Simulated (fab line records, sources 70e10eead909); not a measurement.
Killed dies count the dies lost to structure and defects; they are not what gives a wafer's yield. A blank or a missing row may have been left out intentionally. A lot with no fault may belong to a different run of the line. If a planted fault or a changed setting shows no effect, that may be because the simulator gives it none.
Struck lot and sound lot, side by side	flow nandHarc	14 steps out of a route of 1159
Sound: wafers L824.1, L824.3, L824.5. Struck: wafers L843.1, L843.5. The cause is named last.
Order at every step that has rows: each side's tool, ch and its chambers, its first start. Under that, the readings that differ: sound wafers	struck wafers	difference of the means	sigmas: that difference in standard deviations of wafers without a fault.
alike: readings whose means differ by less than 2 such deviations, and words and numbers that are the same on both sides. not compared: withheld readings, readings that some wafer has no value for, bounds like >300 that may hide the same value, and numbers for which the record gives no deviation and whose values overlap.
Wherever a step has rows on one side only, a row that says differs or no value, or a row with sigmas, the two part there. Numbers that have no deviation but don't overlap get no sigmas and don't part them. Lack of a reading on every wafer of one side parts them only where that side has two or more wafers.

first, 2 steps without rows for these wafers: NHARC_A_SOURCE_PLATE_SRD_01; NHARC_A_SOURCE_PLATE_OXIDE_02 (material SiO2, target thk 10 nm, ox time 1362 s).
NHARC_A_SOURCE_PLATE_THK_MEAS_09: measures by ellipsometry.
  struck on filmMetro-01, day 11 21:53; sound on filmMetro-02, day 7 16:35
  alike: thkNm
then, 3 steps without rows for these wafers: NHARC_A_SOURCE_PLATE_PVD_04 (deposits WSi2, target thk 50 nm); NHARC_A_SOURCE_PLATE_CVD_03 (deposits poly-Si, target thk 200 nm, time 4000 s); NHARC_A_SOURCE_PLATE_ANNEAL_05 (time 1800 s).
NHARC_A_SOURCE_PLATE_THK_MEAS_06: measures by ellipsometry.
  struck on filmMetro-01, day 12 11:37; sound on filmMetro-02, day 8 05:46
  alike: thkNm
NHARC_A_SOURCE_PLATE_INSPECT_08:
  struck on defectInspect-01, day 12 11:41; sound on defectInspect-02, day 8 05:49
  alike: rawDefectCount
then, 1 step without rows for these wafers: NHARC_A_ONON_D1_DEP_00 (target thk 1000 nm).
NHARC_A_ONON_D1_THK_MEAS_02: measures by ellipsometry.
  struck on filmMetro-02, day 12 12:17; sound on filmMetro-02, day 8 06:24
  alike: thkNm
NHARC_A_ONON_D1_DEP_03: target thk 1000 nm.
  sound on pecvdOnon-03 ch 0, day 8 06:35; struck on pecvdOnon-03 ch 0, day 12 12:20
NHARC_A_ONON_D1_THK_MEAS_05: measures by ellipsometry.
  struck on filmMetro-02, day 12 12:50; sound on filmMetro-02, day 8 07:07
reading	sound	struck	difference	sigmas
thkNm (nm)	986 985 985	1525 1525	+540	+67
then, 1 step without rows for these wafers: NHARC_A_ONON_D1_DEP_06 (target thk 1000 nm).
-- record jumps: 12 days between struck wafers' starts before vs after; left off in module A_ONON_D1, resumes in module END, first step shown is number 1159 of the route --
NHARC_END_SORT_01:
  at this point the record logs the struck wafers (prober-02 ch 0, day 24 04:08) and has no rows for the sound ones

## WHERE THEY PART
Last at NHARC_END_SORT_01 as far as this record goes, first at NHARC_A_ONON_D1_THK_MEAS_05.

WHY: what had been put in by the simulator
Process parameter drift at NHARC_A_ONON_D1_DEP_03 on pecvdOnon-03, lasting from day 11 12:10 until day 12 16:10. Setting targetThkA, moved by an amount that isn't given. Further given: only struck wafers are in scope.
